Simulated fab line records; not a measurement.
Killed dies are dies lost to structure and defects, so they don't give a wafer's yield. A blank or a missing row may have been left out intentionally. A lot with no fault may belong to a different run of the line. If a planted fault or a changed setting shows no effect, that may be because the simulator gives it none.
A struck lot beside a sound one / flow n5-finfet / 37 out of 1938 route steps
Sound: these wafers, L854.4, L854.5, L854.6. Struck: wafers L857.1, L857.3, L857.5. The cause is named last.
Each step with rows lists, per side, the tool, then ch with its chambers, then its first start. Under that, the readings that differ: sound wafers / struck wafers / difference of the means / sigmas: that difference in standard deviations of wafers without a fault.
alike: words and numbers the same on both sides, and readings whose means are apart by under 2 such deviations; not compared: readings that were withheld, readings missing a value for some wafer, numbers with overlapping values and no deviation given by the record, and bounds like >300 which may hide the same value.
A row with sigmas, a row that says differs or no value, or rows on one side alone: a step with any of these is where the two part. When numbers do not overlap yet have no deviation, they are printed without sigmas and do not part them. A reading that every wafer of one side lacks parts them only if that side has two wafers or more.

first, 12 steps without rows for these wafers: N5_GATE_CUT_HM_OPEN_40 (chemistry C4F6/O2, target SiO2, target depth 139 nm, time 85.1 s); N5_GATE_CUT_STRIP_41 (strips in CF4); N5_GATE_CUT_STRIP_42 (strips in O2); N5_GATE_CUT_ETCH_19 (etches SiNx in CH3F/O2, target depth 53.7 nm, time 76.7 s); N5_GATE_CUT_CUT_ETCH_53 (etches W in SF6/Cl2, target depth 79.2 nm); N5_GATE_CUT_CUT_ETCH_54 (etches TiN in Cl2/BCl3, target depth 96.7 nm); N5_GATE_CUT_CUT_ETCH_55 (etches HfO2 in BCl3, target depth 3.2 nm); N5_GATE_CUT_ETCH_47 (etches SiO2 in Cl2/BCl3, target depth 10 nm); N5_GATE_CUT_VAPOR_ETCH_48 (etches TiN in BCl3/Cl2); N5_GATE_CUT_VAPOR_ETCH_49 (etches TiAlC in BCl3/Cl2); N5_GATE_CUT_VAPOR_ETCH_51 (etches HfO2 in BCl3/Cl2); N5_GATE_CUT_STRIP_21 (strips in N2/H2, time 30 s).
N5_GATE_CUT_STRIP_29: strips in post etch residue remover, time 60 s.
  sound on wet-bench-06 ch 1,3,7, day 7 02:10; struck on wet-bench-06 ch 4,6,7, day 7 18:40
then, 23 steps without rows for these wafers: N5_GATE_CUT_SRD_52 (time 30 s); N5_GATE_CUT_ALD_22 (deposits SiNx, target thk 16 nm, pulse time 1 s, ald cycles 320); N5_GATE_CUT_CMP_23 (polishes, stops on SiO2, t overpolish 23.4 s, target thk 16 nm); N5_GATE_CUT_CMP_43 (polishes SiO2); N5_GATE_CUT_CMP_61 (polishes, stops on SiNx, t overpolish 3 s); N5_MOL_CONTACT_COAG_COAT_103 (time 60 s, resist thk 80 nm); N5_MOL_CONTACT_COAG_COAT_104 (time 60 s, resist thk 12 nm); N5_MOL_CONTACT_COAG_COAT_58 (time 60 s, resist thk 10 nm); N5_MOL_CONTACT_COAG_COAT_02 (resist thk 30 nm); N5_MOL_CONTACT_COAG_EBR_04; N5_MOL_CONTACT_COAG_SOFTBAKE_03 (time 60 s); N5_MOL_CONTACT_COAG_EXPOSE_05 (exposes mask CA, defocus 0 nm); N5_MOL_CONTACT_COAG_PEB_06 (peb time 60 s); N5_MOL_CONTACT_COAG_DEVELOP_07 (develop time 30 s); N5_MOL_CONTACT_COAG_DESCUM_13 (chemistry O2, time 7 s); N5_MOL_CONTACT_COAG_ETCH_59 (etches underlayer in N2/H2, target depth 13 nm, time 10.4 s); N5_MOL_CONTACT_COAG_ETCH_105 (etches SiARC in CF4, target depth 15.6 nm, time 26 s); N5_MOL_CONTACT_COAG_ETCH_106 (etches SOC in N2/H2, target depth 80 nm, overetch 16 nm, time 120 s); N5_MOL_CONTACT_COAG_STRIP_107 (strips in N2/H2); N5_MOL_CONTACT_COAG_STRIP_108 (strips in N2/H2); N5_MOL_CONTACT_COAG_CONTACT_ETCH_14 (etches SiO2 in C4F6/O2, target depth 27.5 nm, overetch 8.5 nm, time 20 s); N5_MOL_CONTACT_COAG_STRIP_109 (strips in C4F6/O2); N5_MOL_CONTACT_COAG_ETCH_15 (etches SiNx in CH3F/O2, stops on Si:P, target depth 7 nm).
-- record jumps: 15 days separate the struck wafers' starts on either side; left off in module MOL_CONTACT_COAG, taken up again in module PASSIVATION, whose first shown step is the route's number 1936 --
N5_PASSIVATION_PROBE_49:
  sound on prober-01 at day 20 18:21; struck on prober-01 at day 22 19:18
reading=defect-limited-yield (%); sound=92.6 92.3 93.3; struck=85.7 83.3 89.6; difference=-6.5; sigmas=-4
reading=killed-at-front-end; sound=27 31 37; struck=94 139 83; difference=+74; sigmas=+7
reading=killed-dies; sound=87 91 79; struck=169 197 123; difference=+77; sigmas=+4
reading=killed-on-rim; sound=11 12 8; struck=36 22 28; difference=+18; sigmas=+5
reading=sort_bin_5_function (%); sound=4.0 4.7 3.5; struck=7.1 10.9 6.9; difference=+4.2; sigmas=+4
reading=sort-n-pass; sound=1093 1089 1101; struck=1011 983 1057; difference=-77; sigmas=-4
reading=sort-yield-pct (%); sound=92.6 92.3 93.3; struck=85.7 83.3 89.6; difference=-6.5; sigmas=-4
  alike: killed_at_M0_to_M3, killed_at_M4_up, killed-at-contacts, killed-at-other, killed-open, killed-short, sort_bin_6_memory, sort_bin_8_speed

== WHERE THEY PART ==
Only at N5_PASSIVATION_PROBE_49, as far as this record shows.

WHY: what had been put in by the simulator
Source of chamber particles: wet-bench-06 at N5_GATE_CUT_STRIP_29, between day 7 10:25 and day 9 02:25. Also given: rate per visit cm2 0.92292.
